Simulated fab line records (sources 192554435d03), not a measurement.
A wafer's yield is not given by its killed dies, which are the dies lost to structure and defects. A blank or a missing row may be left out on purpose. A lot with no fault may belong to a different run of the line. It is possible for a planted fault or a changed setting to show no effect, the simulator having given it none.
A struck lot beside a sound one    flow n5-finfet    15 out of 1938 route steps
Sound: the wafers L264.1, L264.4, L264.5. Struck: wafer L259.1; the same lot's L259.4 was not struck, so it is left out; see the end for the cause.
Order at every step that has rows: each side's tool, ch and its chambers, its first start. Under that, the readings that differ: sound wafers    struck wafers    difference of the means    sigmas: that difference in standard deviations of wafers without a fault.
alike: readings whose means differ by less than 2 such deviations, and words and numbers that are the same on both sides. not compared: withheld readings, readings that some wafer has no value for, bounds like >300 that may hide the same value, and numbers for which the record gives no deviation and whose values overlap.
The two part at a step that has a row with sigmas, a row that says differs or no value, or rows on one side only. Numbers that have no deviation but don't overlap get no sigmas and don't part them. Lack of a reading on every wafer of one side parts them only where that side has two or more wafers.

first, 8 steps without rows for these wafers: N5_BEOL_M12_COAT_66 (time 60 s, resist thk 110 nm); N5_BEOL_M12_COAT_22 (resist thk 300 nm); N5_BEOL_M12_EBR_24; N5_BEOL_M12_SOFTBAKE_23 (time 60 s); N5_BEOL_M12_EXPOSE_25 (exposes mask M12); N5_BEOL_M12_PEB_26 (peb time 90 s); N5_BEOL_M12_DEVELOP_27 (develop time 45 s); N5_BEOL_M12_HARDBAKE_32 (time 120 s).
N5_BEOL_M12_CD_MEAS_28: the cd target is 160.2 nm.
  sound on cd-sem-03 ch 0, day 14 01:40; struck on cd-sem-01 ch 0, day 13 04:04
reading     sound              struck  difference  sigmas
cd-nm (nm)  164.8 162.2 160.9  159.0   -3.6        -2
N5_BEOL_M12_OVL_MEAS_29:
  sound on overlay-01 ch 0, day 14 01:42; struck on overlay-02 ch 0, day 13 04:06
  alike: M12_OVL
N5_BEOL_M12_INSPECT_30: inspects for defects (macro).
  sound: defect-inspect-02 at day 14 01:51; struck: defect-inspect-02 at day 13 04:07
  alike: raw-defect-count
N5_BEOL_M12_DESCUM_33: chemistry O2, time 7.9 s.
  sound on rie-diel-03 ch 2,3, day 14 01:53; struck on rie-diel-01 ch 0, day 13 04:23
  alike: drypump-motor-current-A, oes-product-au, rf-vpp-V, showerhead-plenum-p-Torr, throttle-valve-pct
  not compared: rf-hours-counter-h
N5_BEOL_M12_ETCH_67: etches SiARC in CF4, target depth 143 nm, time 238.3 s.
  sound on rie-diel-03 ch 2,3, day 14 01:55; struck on rie-diel-01 ch 0, day 13 04:25
reading                sound           struck  difference  sigmas
etch-rf-on-time-s (s)  234 239 232     146     -89         -16
oes-product-au (a.u.)  0.71 0.60 0.71  1.02    +0.35       +5
  alike: drypump-motor-current-A, rf-vpp-V, showerhead-plenum-p-Torr, throttle-valve-pct
  not compared: rf-hours-counter-h
N5_BEOL_M12_ETCH_68: etches SOC in N2/H2, time 285 s.
  sound on rie-diel-03 ch 2,3, day 14 02:04; struck on rie-diel-01 ch 0, day 13 04:34
  alike: drypump-motor-current-A, oes-product-au, rf-vpp-V, showerhead-plenum-p-Torr, throttle-valve-pct
  not compared: rf-hours-counter-h
N5_PASSIVATION_PROBE_49:
  sound: prober-02 at day 15 18:24; struck: prober-01 at day 14 17:10
reading             sound     struck  difference  sigmas
killed-at-contacts  7 9 11    25      +16         +3
killed-on-rim       15 11 12  22      +9          +2
  alike: defect-limited-yield, killed_at_M0_to_M3, killed_at_M4_up, killed-at-front-end, killed-at-other, killed-dies, killed-open, killed-short, sort_bin_4_leakage, sort_bin_5_function, sort_bin_6_memory, sort-n-pass, sort-yield-pct

## WHERE THEY PART
First at N5_BEOL_M12_CD_MEAS_28; last, within this record, at N5_PASSIVATION_PROBE_49.

WHY: what the simulator had put in
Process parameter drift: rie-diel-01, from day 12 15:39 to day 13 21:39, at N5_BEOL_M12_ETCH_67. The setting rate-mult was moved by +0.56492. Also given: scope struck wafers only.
